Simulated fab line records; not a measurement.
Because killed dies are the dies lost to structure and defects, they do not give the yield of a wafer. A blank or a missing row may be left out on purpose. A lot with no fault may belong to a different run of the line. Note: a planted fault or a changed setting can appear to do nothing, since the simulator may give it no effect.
fab line records ; flow n5_finfet
record lots=9; wafers=27; last_day=21
route steps=1938 shown BEOL_M3@1020 BEOL_M4@1024 PASSIVATION@1936
lots with no fault: from the same line, run without faults
start_h: start of the lot's first displayed wafer, in hours after the record's first day ; wait_h: how many hours have passed since the lot's step before this one ; " the same as in the row above ; L1.1+2: one row covering several wafers at once ; - value missing, or start not given ; * or withheld: withheld ; < > ~ a bound
route shown NAME@n: names a module that has steps shown in the file, with the first one's number in the route ; usual: the fault-free wafers' mean and standard deviation ; same: alike in all rows ; chamber/n: place in a boat ; sites: each site's reading ; _std_site: the standard deviation of these ; _edge_site: mean of outer sites minus mean of inner sites ; radius_mm: how far each site lies from the wafer's centre ; mask NAME#n: copy n ; behind: tool/chamber where the wafer was last shaped ; hold: why the lot went on hold/how many hours it stayed there/how the hold came to an end ; device: transistor that didn't switch, given as n, p or np ; end of line: tests run on the same wafers once the route is complete ; for a step that has no rows: nothing shown but its recipe ; killed: dies that structure and defects cost at the first sort, which is not the same as the wafer's yield ; map: per-die view of a wafer (x killed, . not killed, _ where there is no die)
set.NAME: setting as actually run; set.NAME@STEP: the setting as run at that earlier step ; model.NAME: the simulator's own value behind a step, which no gauge read
a sample of lots followed through the steps of the route, with each step as a table and each wafer as a row
services: a tool's chamber out of use, with start hour (start_h, from the record's first day; less than 0 if before it), hours out, and reason
## steps
# step N5_BEOL_M3_INSPECT_59
# recipe inspect_instrument=darkfield; mode=post_dep
# usual raw_defect_count=72/22
lot.wafer;tool;chamber;start_h;wait_h;raw_defect_count
L709.3;defect_inspect-02;-;217.18;0.0;73
L709.5;defect_inspect-02;-;217.18;0.0;43
L709.6;defect_inspect-02;-;217.18;0.0;68
L713.1;defect_inspect-02;-;230.16;0.0;69
L713.2;defect_inspect-02;-;230.16;0.0;63
L713.5;defect_inspect-02;-;230.16;0.0;65
L714.2;defect_inspect-01;-;249.89;0.0;49
L714.5;defect_inspect-01;-;249.89;0.0;109
L714.6;defect_inspect-01;-;249.89;0.0;84
L717.1;defect_inspect-01;-;255.11;0.0;72
L717.2;defect_inspect-01;-;255.11;0.0;45
L717.3;defect_inspect-01;-;255.11;0.0;72
L716.2;defect_inspect-01;-;255.25;0.0;70
L716.4;defect_inspect-01;-;255.25;0.0;84
L716.5;defect_inspect-01;-;255.25;0.0;96
L719.2;defect_inspect-01;-;281.19;0.0;85
L719.3;defect_inspect-01;-;281.19;0.0;47
L719.5;defect_inspect-01;-;281.19;0.0;101
L725.1;defect_inspect-01;-;305.97;0.0;47
L725.5;defect_inspect-01;-;305.97;0.0;104
L725.6;defect_inspect-01;-;305.97;0.0;107
L729.1;defect_inspect-01;-;335.62;0.0;55
L729.2;defect_inspect-01;-;335.62;0.0;87
L729.4;defect_inspect-01;-;335.62;0.0;62
L727.2;defect_inspect-02;-;343.48;0.0;60
L727.3;defect_inspect-02;-;343.48;0.0;69
L727.5;defect_inspect-02;-;343.48;0.0;79
# step N5_BEOL_M4_HM_DEP_02
# recipe material=TiN; target_thk_a=200; temp_c=25; chamber_pressure_pa=0.49996
# usual throttle_valve_pct=30.4/0.73
lot.wafer;tool;chamber;start_h;wait_h;throttle_valve_pct
L709.3;pvd_sputter-02;-;217.40;0.0;30.3
L709.5;pvd_sputter-02;-;217.40;0.0;30.0
L709.6;pvd_sputter-02;-;217.40;0.0;29.9
L713.1;pvd_sputter-03;-;230.98;0.7;30.6
L713.2;pvd_sputter-03;-;230.98;0.7;30.2
L713.5;pvd_sputter-03;-;230.98;0.7;30.3
L714.2;pvd_sputter-01;-;250.74;0.7;30.2
L714.5;pvd_sputter-01;-;250.74;0.7;30.4
L714.6;pvd_sputter-01;-;250.74;0.7;30.1
L717.1;pvd_sputter-03;-;256.56;1.3;30.6
L717.2;pvd_sputter-03;-;256.56;1.3;31.8
L717.3;pvd_sputter-03;-;256.56;1.3;29.3
L716.2;pvd_sputter-03;-;256.74;1.3;29.1
L716.4;pvd_sputter-03;-;256.74;1.3;30.7
L716.5;pvd_sputter-03;-;256.74;1.3;30.0
L719.2;pvd_sputter-02;-;283.02;1.7;30.0
L719.3;pvd_sputter-02;-;283.02;1.7;30.2
L719.5;pvd_sputter-02;-;283.02;1.7;29.7
L725.1;pvd_sputter-02;-;307.06;0.9;29.6
L725.5;pvd_sputter-02;-;307.06;0.9;30.2
L725.6;pvd_sputter-02;-;307.06;0.9;30.4
L729.1;pvd_sputter-01;-;336.36;0.6;31.1
L729.2;pvd_sputter-01;-;336.36;0.6;29.7
L729.4;pvd_sputter-01;-;336.36;0.6;30.1
L727.2;pvd_sputter-03;-;344.15;0.5;32.0
L727.3;pvd_sputter-03;-;344.15;0.5;30.7
L727.5;pvd_sputter-03;-;344.15;0.5;31.6
# step N5_BEOL_M4_INSPECT_13
# recipe mode=adi; inspect_instrument=brightfield
# usual raw_defect_count=406/100
lot.wafer;tool;chamber;start_h;wait_h;raw_defect_count
L709.3;defect_inspect-02;-;217.90;0.1;382
L709.5;defect_inspect-02;-;217.90;0.1;293
L709.6;defect_inspect-02;-;217.90;0.1;260
L713.1;defect_inspect-02;-;231.58;0.1;330
L713.2;defect_inspect-02;-;231.58;0.1;231
L713.5;defect_inspect-02;-;231.58;0.1;459
L714.2;defect_inspect-02;-;251.23;0.0;370
L714.5;defect_inspect-02;-;251.23;0.0;505
L714.6;defect_inspect-02;-;251.23;0.0;434
L717.1;defect_inspect-01;-;257.17;0.1;859
L717.2;defect_inspect-01;-;257.17;0.1;287
L717.3;defect_inspect-01;-;257.17;0.1;352
L716.2;defect_inspect-01;-;257.35;0.0;311
L716.4;defect_inspect-01;-;257.35;0.0;875
L716.5;defect_inspect-01;-;257.35;0.0;380
L719.2;defect_inspect-01;-;283.67;0.0;369
L719.3;defect_inspect-01;-;283.67;0.0;352
L719.5;defect_inspect-01;-;283.67;0.0;512
L725.1;defect_inspect-01;-;307.54;0.1;352
L725.5;defect_inspect-01;-;307.54;0.1;343
L725.6;defect_inspect-01;-;307.54;0.1;374
L729.1;defect_inspect-02;-;336.85;0.1;559
L729.2;defect_inspect-02;-;336.85;0.1;500
L729.4;defect_inspect-02;-;336.85;0.1;701
L727.2;defect_inspect-02;-;344.63;0.0;314
L727.3;defect_inspect-02;-;344.63;0.0;358
L727.5;defect_inspect-02;-;344.63;0.0;481
# step N5_BEOL_M4_ETCH_74
# recipe chemistry=N2/H2; target=underlayer; target_depth_a=65; mask_material=CAR-EUV; time_s=5.2; ion_energy_ev=200; pressure_mtorr=30; source_w=840; bias_w=150; n2_flow_sccm=200; h2_flow_sccm=200; ends=cleared
# usual drypump_motor_current_A=5.5/0.5; etch_rf_on_time_s=5.27/0.16; n2_flow_sccm=200.1/0.59; oes_product_au=0.67/0.071; rf_vpp_V=523.7/2.3; showerhead_plenum_p_Torr=2.54/0.075; throttle_valve_pct=17.65/0.25
lot.wafer;tool;chamber;start_h;wait_h;drypump_motor_current_A;etch_rf_on_time_s;n2_flow_sccm;oes_product_au;rf_hours_counter_h;rf_vpp_V;showerhead_plenum_p_Torr;throttle_valve_pct
L709.3;rie_diel-05;3;217.96;0.0;5.3;5.29;200.4;0.79;26;522.4;2.48;17.61
L709.5;rie_diel-05;2;217.96;0.0;5.4;5.04;199.6;0.66;-;525.8;2.53;17.46
L709.6;rie_diel-05;3;217.96;0.0;5.3;5.24;200.1;0.79;-;523.2;2.49;17.60
L713.1;rie_diel-01;3;231.65;0.0;5.6;5.13;199.8;0.72;73;523.3;2.49;17.54
L713.2;rie_diel-01;1;231.65;0.0;5.1;5.28;199.7;0.62;176;527.3;2.69;18.09
L713.5;rie_diel-01;2;231.65;0.0;5.3;5.19;200.3;0.59;-;519.5;2.39;17.60
L714.2;rie_diel-05;2;251.29;0.0;5.4;4.99;200.9;0.64;159;523.4;2.53;17.49
L714.5;rie_diel-05;0;251.29;0.0;5.2;5.39;200.3;0.65;-;523.8;2.55;17.63
L714.6;rie_diel-05;1;251.29;0.0;6.4;5.53;199.1;0.70;-;523.6;2.48;17.48
L717.1;rie_diel-04;2;257.24;0.0;4.9;5.56;199.3;0.60;166;524.0;2.54;17.51
L717.2;rie_diel-04;1;257.24;0.0;6.3;5.15;199.7;0.73;56;525.4;2.60;17.99
L717.3;rie_diel-04;3;257.24;0.0;6.6;5.22;200.5;0.59;230;526.8;2.60;17.63
L716.2;rie_diel-01;3;257.47;0.0;5.7;5.29;199.9;0.69;87;522.6;2.48;17.56
L716.4;rie_diel-01;2;257.47;0.0;5.3;5.16;200.0;0.83;0;530.5;2.71;17.19
L716.5;rie_diel-01;0;257.47;0.0;5.5;5.27;199.3;0.58;-;523.5;2.52;17.95
L719.2;rie_diel-05;2;283.89;0.0;5.4;5.07;199.9;0.63;172;524.1;2.52;17.50
L719.3;rie_diel-05;3;283.89;0.0;5.3;5.32;201.4;0.74;51;521.8;2.48;17.68
L719.5;rie_diel-05;3;283.89;0.0;5.3;5.33;200.1;0.74;-;520.1;2.47;17.68
L725.1;rie_diel-04;2;307.61;0.0;4.9;5.58;199.9;0.59;188;522.3;2.53;17.56
L725.5;rie_diel-04;2;307.61;0.0;4.9;5.55;199.4;0.60;-;522.2;2.53;17.55
L725.6;rie_diel-04;0;307.61;0.0;5.8;5.08;200.4;0.80;-;523.1;2.47;17.21
L729.1;rie_diel-05;3;336.92;0.0;5.3;5.34;200.5;0.72;69;522.3;2.47;17.69
L729.2;rie_diel-05;1;336.92;0.0;6.4;5.58;200.1;0.67;86;521.8;2.47;17.53
L729.4;rie_diel-05;2;336.92;0.0;5.4;5.08;200.3;0.63;190;521.4;2.51;17.57
L727.2;rie_diel-05;0;344.75;0.0;5.2;5.50;198.3;0.63;155;524.9;2.53;17.67
L727.3;rie_diel-05;1;344.75;0.0;6.4;5.53;200.0;0.67;88;520.5;2.47;17.57
L727.5;rie_diel-05;2;344.75;0.0;5.4;5.16;199.5;0.62;-;524.4;2.51;17.53
# step N5_BEOL_M4_ETCH_64
# recipe chemistry=N2/H2; target=SOC; target_depth_a=750; overetch_a=225; mask_material=SiARC; temp_c=40; time_s=121.9; ion_energy_ev=200; pressure_mtorr=30; source_w=840; bias_w=150; n2_flow_sccm=200; h2_flow_sccm=200
# usual drypump_motor_current_A=5.5/0.51; n2_flow_sccm=200.1/0.62; oes_product_au=0.60/0.06; rf_vpp_V=523.7/2.2; showerhead_plenum_p_Torr=2.54/0.075; throttle_valve_pct=17.61/0.25
lot.wafer;tool;chamber;start_h;wait_h;drypump_motor_current_A;n2_flow_sccm;oes_product_au;rf_hours_counter_h;rf_vpp_V;showerhead_plenum_p_Torr;throttle_valve_pct
L709.3;rie_diel-05;3;218.01;0.0;5.3;199.7;0.70;26;522.4;2.49;17.56
L709.5;rie_diel-05;2;218.01;0.0;5.4;201.3;0.58;-;523.5;2.53;17.44
L709.6;rie_diel-05;3;218.01;0.0;5.3;200.2;0.70;-;522.7;2.49;17.59
L713.1;rie_diel-01;3;231.70;0.0;5.6;201.2;0.64;73;521.2;2.49;17.49
L713.2;rie_diel-01;1;231.70;0.0;5.0;200.4;0.56;176;528.0;2.69;18.06
L713.5;rie_diel-01;2;231.70;0.0;5.3;199.6;0.53;-;519.2;2.39;17.57
L714.2;rie_diel-05;2;251.34;0.0;5.4;200.1;0.56;159;524.2;2.53;17.43
L714.5;rie_diel-05;0;251.34;0.0;5.3;199.5;0.59;-;524.3;2.55;17.60
L714.6;rie_diel-05;1;251.34;0.0;6.4;199.7;0.64;-;520.3;2.48;17.45
L717.1;rie_diel-04;2;257.28;0.0;4.9;199.4;0.56;166;524.3;2.54;17.49
L717.2;rie_diel-04;1;257.28;0.0;6.3;199.9;0.64;56;524.3;2.60;17.95
L717.3;rie_diel-04;3;257.28;0.0;6.6;200.1;0.53;230;528.1;2.60;17.60
L716.2;rie_diel-01;3;257.51;0.0;5.7;199.5;0.62;87;522.0;2.48;17.52
L716.4;rie_diel-01;2;257.51;0.0;5.3;199.4;0.74;0;529.0;2.71;17.17
L716.5;rie_diel-01;0;257.51;0.0;5.5;200.0;0.53;-;523.2;2.52;17.91
L719.2;rie_diel-05;2;283.93;0.0;5.4;200.7;0.56;172;523.1;2.52;17.46
L719.3;rie_diel-05;3;283.93;0.0;5.3;201.5;0.67;51;523.2;2.47;17.63
L719.5;rie_diel-05;3;283.93;0.0;5.3;201.1;0.67;-;520.9;2.47;17.61
L725.1;rie_diel-04;2;307.66;0.0;4.9;200.6;0.55;188;523.2;2.53;17.53
L725.5;rie_diel-04;2;307.66;0.0;4.9;200.3;0.55;-;524.8;2.53;17.55
L725.6;rie_diel-04;0;307.66;0.0;5.8;201.1;0.71;-;522.8;2.47;17.16
L729.1;rie_diel-05;3;336.96;0.0;5.3;199.9;0.66;69;521.4;2.47;17.66
L729.2;rie_diel-05;1;336.96;0.0;6.4;199.9;0.61;86;520.5;2.47;17.51
L729.4;rie_diel-05;2;336.96;0.0;5.4;201.4;0.55;190;524.6;2.51;17.49
L727.2;rie_diel-05;0;344.79;0.0;5.3;199.8;0.57;155;524.4;2.53;17.66
L727.3;rie_diel-05;1;344.79;0.0;6.4;199.3;0.61;88;520.3;2.47;17.49
L727.5;rie_diel-05;2;344.79;0.0;5.4;199.9;0.55;-;522.6;2.51;17.49
# step N5_BEOL_M4_RC_MEAS_101
# usual DIBL_N=37.1/2.6; DIBL_P=38/3; IOFF_N=0.18/0.052; IOFF_P=0.25/0.06; ION_N=678/15; ION_P=467/8.6; SS_N=71.7/0.73; SS_P=73.7/0.89; VT_N=249/4.3; VT_P=-248/3.8
lot.wafer;tool;chamber;start_h;wait_h;DIBL_N[mV/V];DIBL_P[mV/V];IOFF_N[nA/um];IOFF_P[nA/um];ION_N[uA/um];ION_P[uA/um];SS_N[mV/dec];SS_P[mV/dec];VT_N[mV];VT_P[mV]
L709.3;prober-01;0;257.73;0.7;37.3;39;0.21;0.29;708;478;71.3;74.5;242;-242
L709.5;prober-01;0;257.73;0.7;36.6;36;0.16;0.23;683;467;72.1;73.8;248;-246
L709.6;prober-01;0;257.73;0.7;36.6;38;0.18;0.29;682;476;70.9;74.0;243;-243
L713.1;prober-02;0;265.89;0.1;37.1;39;0.18;0.24;674;463;72.0;74.2;250;-248
L713.2;prober-02;0;265.89;0.1;38.0;41;0.21;0.29;686;476;71.8;74.3;249;-247
L713.5;prober-02;0;265.89;0.1;34.7;37;0.14;0.21;667;463;70.5;73.3;252;-247
L714.2;prober-02;0;285.15;0.2;40.1;41;0.23;0.33;688;477;71.7;74.0;246;-242
L714.5;prober-02;0;285.15;0.2;41.5;40;0.26;0.32;700;475;73.2;74.5;243;-243
L714.6;prober-02;0;285.15;0.2;40.5;39;0.26;0.30;686;470;71.8;74.3;242;-246
L717.1;prober-02;0;294.35;0.0;36.6;37;0.17;0.21;681;462;72.2;73.4;250;-248
L717.2;prober-02;0;294.35;0.0;35.2;37;0.15;0.21;683;474;71.9;73.5;251;-249
L717.3;prober-02;0;294.35;0.0;36.7;37;0.16;0.21;671;460;71.5;73.6;250;-251
L716.2;prober-02;0;312.80;0.2;35.7;36;0.15;0.21;657;456;70.7;73.2;250;-249
L716.4;prober-02;0;312.80;0.2;35.8;39;0.15;0.27;663;469;71.8;73.0;251;-248
L716.5;prober-02;0;312.80;0.2;34.1;35;0.13;0.20;658;461;71.4;72.5;253;-252
L719.2;prober-02;0;323.27;0.2;36.4;36;0.15;0.20;684;466;71.6;73.5;252;-252
L719.3;prober-02;0;323.27;0.2;32.7;31;0.10;0.17;666;463;70.4;72.9;257;-253
L719.5;prober-02;0;323.27;0.2;35.0;33;0.13;0.17;664;455;71.5;72.6;257;-254
L725.1;prober-01;0;348.65;0.0;35.4;38;0.15;0.20;669;457;71.1;73.4;253;-252
L725.5;prober-01;0;348.65;0.0;36.7;39;0.18;0.22;688;465;71.8;73.7;246;-252
L725.6;prober-01;0;348.65;0.0;35.1;38;0.15;0.21;669;460;71.3;73.4;251;-251
L729.1;prober-02;0;375.35;0.0;39.7;42;0.26;0.32;694;474;72.8;75.2;241;-245
L729.2;prober-02;0;375.35;0.0;40.2;42;0.25;0.33;682;475;72.6;74.5;246;-245
L729.4;prober-02;0;375.35;0.0;38.0;39;0.22;0.26;681;466;72.4;74.2;245;-246
L727.2;prober-01;0;402.72;0.2;43.7;45;0.34;0.39;692;472;73.6;75.9;243;-243
L727.3;prober-01;0;402.72;0.2;38.2;38;0.18;0.24;696;478;71.0;73.4;249;-248
L727.5;prober-01;0;402.72;0.2;37.7;37;0.17;0.23;677;467;71.5;74.3;250;-248
# step N5_PASSIVATION_PROBE_49
# usual defect_limited_yield=91.4/1.4; killed_at_M0_to_M3=34/9.1; killed_at_M4_up=14/5.2; killed_at_contacts=12/6.4; killed_at_front_end=38/11; killed_at_other=3.7/2.8; killed_dies=102/17; killed_open=68/13; killed_short=32/7.8; sort_bin_4_leakage=0.05/0.3; sort_bin_5_function=5.1/1; sort_bin_6_memory=3.2/0.66; sort_n_pass=1076/19; sort_yield_pct=91.2/1.6
# same gross_dies=1180; killed_at_back_side=0; sort_bin_8_speed[%]=0
lot.wafer;tool;chamber;start_h;wait_h;defect_limited_yield[%];killed_at_M0_to_M3;killed_at_M4_up;killed_at_contacts;killed_at_front_end;killed_at_other;killed_dies;killed_open;killed_short;sort_bin_4_leakage[%];sort_bin_5_function[%];sort_bin_6_memory[%];sort_n_pass;sort_yield_pct[%]
L713.1;prober-02;-;369.52;0.0;93.0;31;12;12;28;0;83;56;24;0;3.2;3.7;1097;93.0
L713.2;prober-02;-;369.57;0.1;92.0;25;20;6;42;1;94;66;25;0;5.2;2.6;1086;92.0
L713.5;prober-02;-;369.72;0.2;93.9;32;10;11;19;0;72;54;17;0;3.7;2.3;1108;93.9
L714.2;prober-02;-;392.30;0.1;87.8;33;24;40;43;4;144;102;42;0;8.3;3.6;1036;87.8
L714.5;prober-02;-;392.45;0.2;91.6;42;11;10;32;4;99;67;28;0;4.8;3.1;1081;91.6
L714.6;prober-02;-;392.50;0.3;91.5;19;22;20;37;2;100;70;30;0;5.8;2.6;1080;91.5
L717.1;prober-01;-;398.52;0.0;80.9;19;120;16;66;4;225;64;44;0;12.9;4.2;955;80.9
L717.2;prober-01;-;398.57;0.1;88.6;35;9;19;71;1;135;85;47;0;6.2;4.7;1045;88.6
L717.3;prober-01;-;398.62;0.1;91.4;25;8;17;50;1;101;62;37;0;4.7;3.6;1079;91.4
L716.2;prober-02;-;419.54;0.1;91.4;37;8;17;33;6;101;65;33;0;4.7;3.4;1079;91.4
L716.4;prober-02;-;419.64;0.2;81.0;30;132;12;45;5;224;73;30;0;11.8;5.1;956;81.0
L716.5;prober-02;-;419.69;0.2;92.6;24;11;6;40;6;87;63;24;0;4.1;3.1;1093;92.6
L729.1;prober-01;-;477.15;0.0;92.5;28;9;14;31;7;89;68;21;0;4.2;3.1;1091;92.5
L729.2;prober-01;-;477.20;0.1;91.9;38;13;20;17;7;95;66;29;0;5.7;2.3;1085;91.9
L729.4;prober-01;-;477.30;0.2;93.2;35;9;9;26;1;80;54;26;0;4.3;2.3;1100;93.2
# killed by level:class
L713.1 MOL_CONTACT_COAG:geometric_particle:open=11 STI_FIN_REVEAL:geometric_particle:open=8 BEOL_M3:geometric_particle:open=8 BEOL_M2:geometric_particle:open=7 BEOL_M0_SAQP:geometric_particle:short=5 BEOL_M1:geometric_particle:short=4 BEOL_M4:geometric_particle:open=4 SPACER0:geometric_particle:short=3
L713.2 STI_FIN_REVEAL:geometric_particle:open=18 FIN_SAQP:geometric_particle:short=7 BEOL_M5:geometric_particle:open=7 BEOL_M0_SAQP:geometric_particle:open=6 BEOL_M2:geometric_particle:open=5 GATE_CUT:geometric_particle:short=5 DUMMY_GATE:geometric_particle:open=5 MOL_CONTACT_COAG:geometric_particle:open=5
L713.5 BEOL_M0_SAQP:geometric_particle:open=11 MOL_CONTACT_COAG:geometric_particle:open=10 BEOL_M0_SAQP:geometric_particle:short=8 STI_FIN_REVEAL:geometric_particle:open=6 BEOL_M2:geometric_particle:open=6 BEOL_M5:geometric_particle:open=5 BEOL_M3:geometric_particle:open=4 BEOL_M6:geometric_particle:open=3
L714.2 MOL_CONTACT_COAG:geometric_particle:open=34 FIN_SAQP:geometric_particle:open=15 BEOL_M4:geometric_particle:open=14 BEOL_M0_SAQP:geometric_particle:open=8 GATE_CUT:geometric_particle:short=7 BEOL_M3:geometric_particle:open=7 FIN_SAQP:geometric_particle:short=6 BEOL_M0_SAQP:geometric_particle:short=6
L714.5 BEOL_M2:geometric_particle:open=13 BEOL_M3:geometric_particle:open=11 MOL_CONTACT_COAG:geometric_particle:open=8 DUMMY_GATE:geometric_particle:open=7 BEOL_M0_SAQP:geometric_particle:short=6 BEOL_M4:geometric_particle:open=5 GATE_CUT:geometric_particle:short=4 BEOL_M0_SAQP:geometric_particle:open=4
L714.6 FIN_SAQP:geometric_particle:open=17 MOL_CONTACT_COAG:geometric_particle:open=14 BEOL_M4:geometric_particle:open=10 MOL_CONTACT_COAG:geometric_particle:short=6 BEOL_M3:geometric_particle:open=6 GATE_CUT:geometric_particle:short=4 FIN_SAQP:geometric_particle:short=3 DUMMY_GATE:geometric_particle:open=3
L717.1 BEOL_M4:unspecified=116 FIN_SAQP:geometric_particle:short=18 FIN_SAQP:geometric_particle:open=14 MOL_CONTACT_COAG:geometric_particle:open=12 STI_FIN_REVEAL:geometric_particle:open=7 STI_FIN_REVEAL:geometric_particle:short=5 DUMMY_GATE:geometric_particle:open=5 BEOL_M3:geometric_particle:short=5
L717.2 FIN_SAQP:geometric_particle:open=21 STI_FIN_REVEAL:geometric_particle:open=16 MOL_CONTACT_COAG:geometric_particle:open=13 FIN_SAQP:geometric_particle:short=9 MOL_CONTACT_COAG:geometric_particle:short=6 BEOL_M3:geometric_particle:open=6 BEOL_M0:geometric_particle:short=6 BEOL_M0_SAQP:geometric_particle:short=6
L717.3 MOL_CONTACT_COAG:geometric_particle:open=15 STI_FIN_REVEAL:geometric_particle:open=11 FIN_SAQP:geometric_particle:open=9 FIN_SAQP:geometric_particle:short=8 BEOL_M0_SAQP:geometric_particle:short=8 BEOL_M0_SAQP:geometric_particle:open=8 GATE_CUT:geometric_particle:short=7 BEOL_M5:geometric_particle:open=5
L716.2 BEOL_M2:geometric_particle:open=15 MOL_CONTACT_COAG:geometric_particle:open=12 FIN_SAQP:geometric_particle:open=7 BEOL_M0_SAQP:geometric_particle:open=7 STI_FIN_REVEAL:geometric_particle:open=5 BEOL_M0_SAQP:geometric_particle:short=5 BEOL_M3:geometric_particle:open=5 FIN_SAQP:geometric_particle:short=4
L716.4 BEOL_M4:unspecified=118 FIN_SAQP:geometric_particle:open=20 BEOL_M2:geometric_particle:open=11 MOL_CONTACT_COAG:geometric_particle:open=8 BEOL_M4:geometric_particle:open=7 STI_FIN_REVEAL:geometric_particle:open=5 BEOL_M0_SAQP:geometric_particle:short=5 BEOL_M3:geometric_particle:open=5
L716.5 STI_FIN_REVEAL:geometric_particle:open=12 BEOL_M2:geometric_particle:open=7 FIN_SAQP:geometric_particle:short=6 GATE_CUT:geometric_particle:short=5 MOL_CONTACT_COAG:geometric_particle:open=5 FIN_SAQP:geometric_particle:open=4 BEOL_M0_SAQP:geometric_particle:open=4 BEOL_M1:geometric_particle:open=4
L729.1 MOL_CONTACT_COAG:geometric_particle:open=12 FIN_SAQP:geometric_particle:open=9 BEOL_M3:geometric_particle:open=8 FIN_SAQP:geometric_particle:short=6 BEOL_M2:geometric_particle:open=6 STARTING-WAFER:geometric_particle:open=5 BEOL_M0_SAQP:geometric_particle:open=4 BEOL_M1:geometric_particle:open=4
L729.2 MOL_CONTACT_COAG:geometric_particle:open=17 BEOL_M0_SAQP:geometric_particle:short=10 BEOL_M0_SAQP:geometric_particle:open=10 BEOL_M3:geometric_particle:open=9 BEOL_M4:geometric_particle:open=5 FIN_SAQP:geometric_particle:short=3 FIN_SAQP:geometric_particle:open=3 STI_FIN_REVEAL:geometric_particle:open=3
L729.4 BEOL_M0_SAQP:geometric_particle:open=9 FIN_SAQP:geometric_particle:short=8 FIN_SAQP:geometric_particle:open=7 MOL_CONTACT_COAG:geometric_particle:open=7 BEOL_M3:geometric_particle:open=7 STI_FIN_REVEAL:geometric_particle:open=6 BEOL_M0_SAQP:geometric_particle:short=6 BEOL_M2:geometric_particle:open=3
## services
tool;chamber;start_h;hours;kind
rie_diel-04;3;206.48;9.8;repair
rie_diel-01;0;208.40;5.3;repair
rie_diel-05;-;208.65;0.6;repair
rie_diel-01;3;226.33;4.3;repair
rie_diel-05;1;232.14;1.4;repair
rie_diel-01;2;238.47;-;clean
rie_diel-01;2;238.47;-;consumable_replace:focus_ring
rie_diel-01;2;238.47;-;consumable_replace:showerhead
rie_diel-01;2;238.47;17.9;scheduled_down
rie_diel-01;2;238.47;17.9;vent_cycle
rie_diel-04;0;249.99;-;clean
rie_diel-04;0;249.99;-;consumable_replace:focus_ring
rie_diel-04;0;249.99;21.8;scheduled_down
rie_diel-04;0;249.99;21.8;vent_cycle
rie_diel-04;3;304.27;-;clean
rie_diel-04;3;304.27;-;consumable_replace:focus_ring
rie_diel-04;3;304.27;19.4;scheduled_down
rie_diel-04;3;304.27;19.4;vent_cycle
## key
first_sign step=N5_BEOL_M4_INSPECT_13; reading=raw_defect_count; direction=up; sigmas=4.4; usual=406; struck=867
effect step=N5_PASSIVATION_PROBE_49; reading=killed_at_M4_up; direction=up; sigmas=22; usual=14; struck=126
more_kills_born_at N5_BEOL_M4_HM_DEP_02@pvd_sputter-03=234
met_at N5_BEOL_M4_HM_DEP_02
struck_lots L716,L717
struck_wafers L716.4,L717.1
not_acting_at N5_BEOL_M3_INSPECT_59,N5_BEOL_M4_ETCH_74,N5_BEOL_M4_ETCH_64
onset_between 230.98 256.56
fault kind=chamber_particle_source; tool=pvd_sputter-03; chamber=-; onset_h=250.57; steps=N5_BEOL_M4_HM_DEP_02; rate_per_visit_cm2=0.82069; end_h=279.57; scope=struck_wafers_only
